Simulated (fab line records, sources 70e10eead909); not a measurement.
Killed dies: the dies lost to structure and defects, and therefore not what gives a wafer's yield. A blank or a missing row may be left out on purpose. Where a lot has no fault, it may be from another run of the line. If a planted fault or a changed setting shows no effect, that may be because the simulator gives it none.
A lot that was struck, set against a sound lot :: flow nandHarc :: 16 steps out of a route of 1302
Sound: these wafers, L786.1, L786.2, L786.5. Wafers struck: L790.1, L790.2, L790.5. The cause comes at the end.
For every step that has rows: the tool of each side, followed by ch and its chambers, followed by its first start. Under that, the readings that differ: sound wafers :: struck wafers :: difference of the means :: sigmas: that difference in standard deviations of wafers without a fault.
alike: readings whose means differ by less than 2 such deviations, and words and numbers that are the same on both sides. not compared: withheld readings, readings that some wafer has no value for, bounds like >300 that may hide the same value, and numbers for which the record gives no deviation and whose values overlap.
Wherever a step has rows on one side only, a row that says differs or no value, or a row with sigmas, the two part there. Numbers that have no deviation but don't overlap get no sigmas and don't part them. A reading that every wafer of one side lacks parts them only if that side has two wafers or more.

NHARC_A_ONON_D2_THK_MEAS_02: measures by ellipsometry.
  sound on filmMetro-01, day 15 18:28; struck on filmMetro-02, day 17 08:04
reading: thkNm (nm)
sound: 983 984 980
struck: 1013 1015 1013
difference: +31
sigmas: +4
next comes 1 step that has no rows for these wafers: NHARC_A_ONON_D2_DEP_03 (target thickness 1000 nm).
NHARC_A_ONON_D2_THK_MEAS_05: measures by ellipsometry.
  sound on filmMetro-01, day 15 19:01; struck on filmMetro-01, day 17 08:37
  alike: thkNm
next comes 1 step that has no rows for these wafers: NHARC_A_ONON_D2_DEP_06 (target thickness 1000 nm).
NHARC_A_ONON_D2_THK_MEAS_08: measures by ellipsometry.
  sound on filmMetro-02, day 15 19:35; struck on filmMetro-02, day 17 09:11
  alike: thkNm
next comes 1 step that has no rows for these wafers: NHARC_A_ONON_D2_DEP_09 (target thickness 1000 nm).
NHARC_A_ONON_D2_THK_MEAS_11: measures by ellipsometry.
  sound on filmMetro-02, day 15 20:09; struck on filmMetro-01, day 17 09:45
  alike: thkNm
next comes 1 step that has no rows for these wafers: NHARC_A_ONON_D2_DEP_12 (target thickness 1000 nm).
NHARC_A_ONON_D2_THK_MEAS_14: measures by ellipsometry.
  sound on filmMetro-02, day 15 20:43; struck on filmMetro-01, day 17 10:19
  alike: thkNm
then, 2 steps without rows for these wafers: NHARC_A_ONON_D2_ANNEAL_15 (time 3600 s); NHARC_A_ONON_D2_DEP_16 (target thk 1000 nm).
NHARC_A_ONON_D2_THK_MEAS_18: measures by ellipsometry.
  sound on filmMetro-01, day 16 01:47; struck on filmMetro-02, day 17 17:41
  alike: thkNm
NHARC_A_ONON_D2_DEP_19: target thk 1000 nm.
  sound on pecvdOnon-02 ch 0, day 16 01:50; struck on pecvdOnon-04 ch 0, day 17 17:45
NHARC_A_ONON_D2_THK_MEAS_21: measures by ellipsometry.
  sound on filmMetro-02, day 16 02:20; struck on filmMetro-01, day 17 18:16
reading: thkNm (nm)
sound: 1002 1004 1000
struck: 1524 1524 1522
difference: +521
sigmas: +61
next comes 1 step that has no rows for these wafers: NHARC_A_ONON_D2_DEP_22 (target thickness 1000 nm).
-- record jumps: 12 days between struck wafers' starts before vs after; left off in module A_ONON_D2, resumes in module END, first step shown is number 1302 of the route --
NHARC_END_SORT_01:
  here the record holds rows for the struck wafers (prober-01 ch 0, day 29 17:27) but none for the sound ones

## WHERE THEY PART
First at NHARC_A_ONON_D2_THK_MEAS_02; last, within this record, at NHARC_END_SORT_01.

WHY: what had been put in by the simulator
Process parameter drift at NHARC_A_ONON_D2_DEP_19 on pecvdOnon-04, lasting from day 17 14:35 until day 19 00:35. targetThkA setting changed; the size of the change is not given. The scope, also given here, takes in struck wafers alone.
